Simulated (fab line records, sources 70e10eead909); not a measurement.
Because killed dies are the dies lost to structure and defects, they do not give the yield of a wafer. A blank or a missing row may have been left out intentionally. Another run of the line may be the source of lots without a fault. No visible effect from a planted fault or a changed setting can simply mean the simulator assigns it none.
Problem report, 8D (eight disciplines) form, completed by code || flow nand harc || the parts of the form that need people (team, actions taken, sign-off) are left out

== 1. THE ISSUE ==
Mean of cd nm at NHARC_A_M0_CD_MEAS_09: 70.3 nm across 6 wafers in 2 lots; on wafers with no fault it is 80.2 nm (standard deviation 0.55). That puts it -18 standard deviations away from the usual mean.
The step: target cd 80 nm.
Earliest sighting: wafer L837.3 on cd sem-01 at day 26 20:04. The record has a number at this step for 42 wafers belonging to 14 lots. The rule behind "out" and "out of limits": a value lying over 4 standard deviations away from the usual mean. The other wafers with a number count as sound.

== 2. WHAT IT IS AND WHAT IT IS NOT ==
{"question": "which readings at this step", "is": "cd nm", "is not": "-"}
{"question": "which lots", "is": "L837, L841", "is not": "L827, L828, L829, L830, L831, L832, L833, L834, L835, L838, L843, L849"}
{"question": "which wafers of those lots", "is": "all that have a number", "is not": "-"}
{"question": "read on which gauges", "is": "cd sem-01, cd sem-03", "is not": "cd sem-02"}
{"question": "when", "is": "from day 26 20:04", "is not": "up to then (30 sound wafers); but 6 sound wafers of L843, L849 came after"}

== 3. WHAT RULES OUT EACH SUSPECT ==
Counting: a tool at any process step up to the reading remains a suspect when it ran all the lots that are out and ran no sound lot after the first of those.
- the gauge at NHARC_A_M0_CD_MEAS_09 has been ruled out. The wafers that are out were read on 2 gauges (cd sem-01, cd sem-03).
- rie diel-08 at NHARC_A_BLC_ETCH_16 (etches the open film in CF4, target depth 39 nm, time 65 s): ruled out as a lasting fault. Following L837 (day 26 16:27), the first lot on it that is out, the sound lots L843 were run on it.
- arfi scanner-02 at NHARC_A_M0_EXPOSE_06 (exposes mask A M0, target cd 80 nm): kept. It ran every lot that is out, first L837 (day 26 19:56), and no sound lot after that; its last sound lot up to then is L838 (day 26 14:40). On those wafers its own readings are out: exposure dose mJ cm2.
The count leaves arfi scanner-02 at NHARC_A_M0_EXPOSE_06.

== 4. THE CAUSE (what the simulator had put in) ==
Process parameter drift: arfi scanner-02, from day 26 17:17 on, at NHARC_A_M0_EXPOSE_06. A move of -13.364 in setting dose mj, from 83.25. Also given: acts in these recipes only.
After counting, this tool was the only one left.

== 5. THE EFFECT CHAIN, in route order ==
Each row: a reading whose mean over the struck wafers that have a number lies more than 3 standard deviations from the usual. Scope: only readings with a usual standard deviation given in the record; hours: median across lots of the time from each lot's start at the first step in this table that gives one to its start at this step; sigmas: change in usual standard deviations.
{"hours": 0, "step": "NHARC_A_M0_EXPOSE_06", "reading": "exposure dose mJ cm2", "usual": 83.8, "on struck wafers": 72.8, "change": -11.0, "sigmas": -13}
{"hours": 0, "step": "NHARC_A_M0_CD_MEAS_09", "reading": "cd nm", "usual": "80.2 nm", "on struck wafers": 70.3, "change": -9.9, "sigmas": -18}
Here are the process steps it includes:
- NHARC_A_M0_EXPOSE_06: exposes mask A M0, target cd 80 nm.

== 6. HOW IT WOULD HAVE BEEN CAUGHT EARLIER ==
The first out-of-limits reading at a measuring or inspecting step in this record came at day 26 20:04, 3 hours after the fault's start at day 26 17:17.
At NHARC_A_M0_EXPOSE_06, the tool's own readings (exposure dose mJ cm2) were out on each struck wafer the step has a row for, so an alarm limit on them would have fired on the first such wafer.
Lots out: 2; of these, L841 started NHARC_A_M0_EXPOSE_06 on arfi scanner-02 after day 26 20:04. A hold on the tool at that time would have spared it.
